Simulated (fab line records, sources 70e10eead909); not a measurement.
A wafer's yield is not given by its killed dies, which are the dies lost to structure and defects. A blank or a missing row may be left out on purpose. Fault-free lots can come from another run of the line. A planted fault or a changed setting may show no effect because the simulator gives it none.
Struck lot and sound lot, side by side | flow nand_harc | 17 out of 1159 route steps
Sound: wafers L341.2, L341.4, L341.6. Struck: wafer L348.1 (left out: L348.3, L348.5 of the same lot, which were not struck); the cause appears at the end.
At each step with rows: each side's tool, then ch and its chambers, then its first start. Under that, the readings that differ: sound wafers | struck wafers | difference of the means | sigmas: that difference in standard deviations of wafers without a fault.
alike: words and numbers the same on both sides, and readings whose means are apart by under 2 such deviations; not compared: readings that were withheld, readings missing a value for some wafer, numbers with overlapping values and no deviation given by the record, and bounds like >300 which may hide the same value.
The two part at a step that has a row with sigmas, a row that says differs or no value, or rows on one side only. When numbers do not overlap yet have no deviation, they are printed without sigmas and do not part them. A reading missing from all wafers of one side parts the sides only when that side holds two or more wafers.

NHARC_A_SGD_CUT_CD_MEAS_09: the cd target is 100 nm.
  sound on cd_sem-01 ch 0, day 15 13:46; struck on cd_sem-01 ch 0, day 17 20:56
  alike: cd_nm
NHARC_A_SGD_CUT_OVL_MEAS_10:
  sound: overlay-02 at day 15 13:51; struck: overlay-01 at day 17 21:02
  reading           | sound          | struck | difference | sigmas
  overlay_x_nm (nm) | -1.6 -0.8 -1.1 | 2.2    | +3.4       | +4
  alike: overlay_y_nm
NHARC_A_SGD_CUT_INSPECT_11:
  sound: defect_inspect-02 at day 15 13:53; struck: defect_inspect-01 at day 17 21:04
  alike: raw_defect_count
NHARC_A_SGD_CUT_DESCUM_14: chemistry O2, time 3 s.
  sound on rie_diel-04 ch 0,1,2, day 15 13:57; struck on rie_diel-02 ch 0, day 17 21:08
  alike: drypump_motor_current_A, oes_product_au, rf_vpp_V, showerhead_plenum_p_Torr, throttle_valve_pct
  not compared: rf_hours_counter_h
then, 1 step without rows for these wafers: NHARC_A_SGD_CUT_ETCH_58 (etches the open film in CF4, target depth 39 nm, time 65 s).
NHARC_A_SGD_CUT_ETCH_59: etches the open film in N2/H2, target depth 260 nm, time 406.25 s.
  sound on rie_diel-04 ch 1,3; struck on rie_diel-02 ch 2
  alike: bias_w, drypump_motor_current_A, oes_product_au, rf_vpp_V, showerhead_plenum_p_Torr, throttle_valve_pct
  not compared: rf_hours_counter_h
NHARC_A_SGD_CUT_ETCH_15: etches the open film in CH3F/O2, target depth 75 nm, time 64.3 s.
  sound on rie_diel-04 ch 0,2,3; struck on rie_diel-02 ch 2
  reading               | sound             | struck | difference | sigmas
  oes_product_au (a.u.) | 0.931 0.936 0.961 | 0.980  | +0.037     | +2
  alike: bias_w, drypump_motor_current_A, rf_vpp_V, showerhead_plenum_p_Torr, throttle_valve_pct
  not compared: rf_hours_counter_h
NHARC_A_SGD_CUT_ETCH_16: etches the open film in C4F8/O2/Ar, target depth 310.5 nm, time 155.2 s.
  sound on rie_diel-04 ch 2,3; struck on rie_diel-02 ch 3
  alike: bias_w, oes_product_au, rf_vpp_V
  not compared: rf_hours_counter_h
then, 1 step without rows for these wafers: NHARC_A_SGD_CUT_STRIP_60 (strips in C4F8/O2/Ar).
NHARC_A_SGD_CUT_STRIP_17: strips in O2.
  sound on rie_diel-04 ch 1,2,3; struck on rie_diel-02 ch 2
  alike: drypump_motor_current_A, oes_product_au, rf_vpp_V, showerhead_plenum_p_Torr, throttle_valve_pct
  not compared: rf_hours_counter_h
then, 2 steps without rows for these wafers: NHARC_A_SGD_CUT_PRECLEAN_18 (cleans in SC1); NHARC_A_SGD_CUT_SRD_19.
NHARC_A_SGD_CUT_DEP_20: deposits SiO2, target thk 150 nm.
  sound on fcvd-01 ch 0,1, day 15 15:04; struck on fcvd-01 ch 0,1, day 17 22:16
then, 1 step without rows for these wafers: NHARC_A_SGD_CUT_ANNEAL_27 (time 1800 s).
NHARC_A_SGD_CUT_CMP_21: polishes, target thk 148.19 nm.
  sound on cmp-02 ch 0,2,3, day 15 19:48; struck on cmp-03 ch 1, day 18 08:41
  reading                | sound    | struck | difference | sigmas
  time_to_endpoint_s (s) | 43 47 43 | 35     | -9         | -2
  alike: motor_current_A, slurry_flow_ml_min
  not compared: pad_life_wafers
NHARC_A_SGD_CUT_THK_MEAS_22: measures by ellipsometry.
  sound: film_metro-01 at day 15 20:04; struck: film_metro-02 at day 18 09:07
  reading     | sound             | struck | difference | sigmas
  thk_nm (nm) | 145.7 148.7 147.1 | 105.7  | -41.5      | -28
  not compared: hold
following that, these wafers have no rows for 1 step: NHARC_END_SORT_01.

## WHERE THEY PART
Last at NHARC_A_SGD_CUT_THK_MEAS_22 as far as this record goes, first at NHARC_A_SGD_CUT_OVL_MEAS_10.

WHY: what the simulator had put in
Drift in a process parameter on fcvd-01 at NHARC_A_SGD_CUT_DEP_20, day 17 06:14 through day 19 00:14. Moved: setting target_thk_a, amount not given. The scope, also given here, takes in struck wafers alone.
